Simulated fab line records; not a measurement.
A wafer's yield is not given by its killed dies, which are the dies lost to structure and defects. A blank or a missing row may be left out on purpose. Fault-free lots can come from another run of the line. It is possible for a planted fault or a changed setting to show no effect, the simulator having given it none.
Chamber matching / flow n5 finfet / N5_BEOL_M10_VIA_ETCH_34 on rie diel-06 has 4 sister chambers
The step etches SiCOH lowk in C4F6/O2, target depth 184.5 nm, time 69.2 s. 14 wafers are shown with their chamber, then 7 later ones without.

WAFERS PAIRED WITH THEIR CHAMBERS
wafer=L074.3; chamber=1; rf vpp V (V)=669; showerhead plenum p Torr (Torr)=2.77; drypump motor current A (A)=6.0
wafer=L074.5; chamber=3; rf vpp V (V)=631; showerhead plenum p Torr (Torr)=2.73; drypump motor current A (A)=6.5
wafer=L074.6; chamber=2; rf vpp V (V)=685; showerhead plenum p Torr (Torr)=2.67; drypump motor current A (A)=5.5
wafer=L077.1; chamber=2; rf vpp V (V)=686; showerhead plenum p Torr (Torr)=2.67; drypump motor current A (A)=5.4
wafer=L077.4; chamber=3; rf vpp V (V)=629; showerhead plenum p Torr (Torr)=2.73; drypump motor current A (A)=6.5
wafer=L077.6; chamber=2; rf vpp V (V)=685; showerhead plenum p Torr (Torr)=2.67; drypump motor current A (A)=5.5
wafer=L078.1; chamber=0; rf vpp V (V)=655; showerhead plenum p Torr (Torr)=2.82; drypump motor current A (A)=6.6
wafer=L078.5; chamber=2; rf vpp V (V)=687; showerhead plenum p Torr (Torr)=2.67; drypump motor current A (A)=5.5
wafer=L078.6; chamber=3; rf vpp V (V)=631; showerhead plenum p Torr (Torr)=2.73; drypump motor current A (A)=6.5
wafer=L079.1; chamber=2; rf vpp V (V)=687; showerhead plenum p Torr (Torr)=2.67; drypump motor current A (A)=5.5
wafer=L079.2; chamber=3; rf vpp V (V)=630; showerhead plenum p Torr (Torr)=2.73; drypump motor current A (A)=6.5
wafer=L079.3; chamber=0; rf vpp V (V)=653; showerhead plenum p Torr (Torr)=2.82; drypump motor current A (A)=6.6
wafer=L083.2; chamber=3; rf vpp V (V)=629; showerhead plenum p Torr (Torr)=2.72; drypump motor current A (A)=6.5
wafer=L083.4; chamber=0; rf vpp V (V)=655; showerhead plenum p Torr (Torr)=2.81; drypump motor current A (A)=6.7

SIGNATURES (averages over the wafers above)
reading=rf vpp V; chamber 0=654.33; chamber 1=669.00; chamber 2=686.00; chamber 3=630.00; scatter within a chamber=1.03
reading=showerhead plenum p Torr; chamber 0=2.8167; chamber 1=2.7700; chamber 2=2.6700; chamber 3=2.7280; scatter within a chamber=0.00383
reading=drypump motor current A; chamber 0=6.633; chamber 1=6.000; chamber 2=5.480; chamber 3=6.500; scatter within a chamber=0.0383
Rule: for each reading, subtract the chamber's mean from the wafer's reading, divide by that reading's scatter and square the result; add these up over the readings and take the root, which gives the wafer's distance from the chamber. If the next closest chamber is less than 2 further off than the closest, the wafer can't be placed; otherwise it belongs to the closest. The scatter is the square root of a quotient: the sum, over the shown wafers, of each reading's squared deviation from its chamber's mean, divided by wafers minus chambers.

WAFERS MISSING THEIR CHAMBER
wafer=L083.6; rf vpp V (V)=686; showerhead plenum p Torr (Torr)=2.66; drypump motor current A (A)=5.5
wafer=L082.3; rf vpp V (V)=685; showerhead plenum p Torr (Torr)=2.66; drypump motor current A (A)=5.4
wafer=L082.4; rf vpp V (V)=654; showerhead plenum p Torr (Torr)=2.81; drypump motor current A (A)=6.6
wafer=L082.6; rf vpp V (V)=656; showerhead plenum p Torr (Torr)=2.81; drypump motor current A (A)=6.6
wafer=L093.1; rf vpp V (V)=654; showerhead plenum p Torr (Torr)=2.80; drypump motor current A (A)=6.7
wafer=L093.4; rf vpp V (V)=654; showerhead plenum p Torr (Torr)=2.80; drypump motor current A (A)=6.7
wafer=L093.6; rf vpp V (V)=667; showerhead plenum p Torr (Torr)=2.75; drypump motor current A (A)=6.0

EACH ONE'S CHAMBER
wafer=L083.6; from the rows above=2; in truth=2
wafer=L082.3; from the rows above=2; in truth=2
wafer=L082.4; from the rows above=0; in truth=0
wafer=L082.6; from the rows above=0; in truth=0
wafer=L093.1; from the rows above=0; in truth=0
wafer=L093.4; from the rows above=0; in truth=0
wafer=L093.6; from the rows above=1; in truth=1
Placed correctly: 7 of 7. Left unplaced by these rows: 0. Wrongly placed: 0.
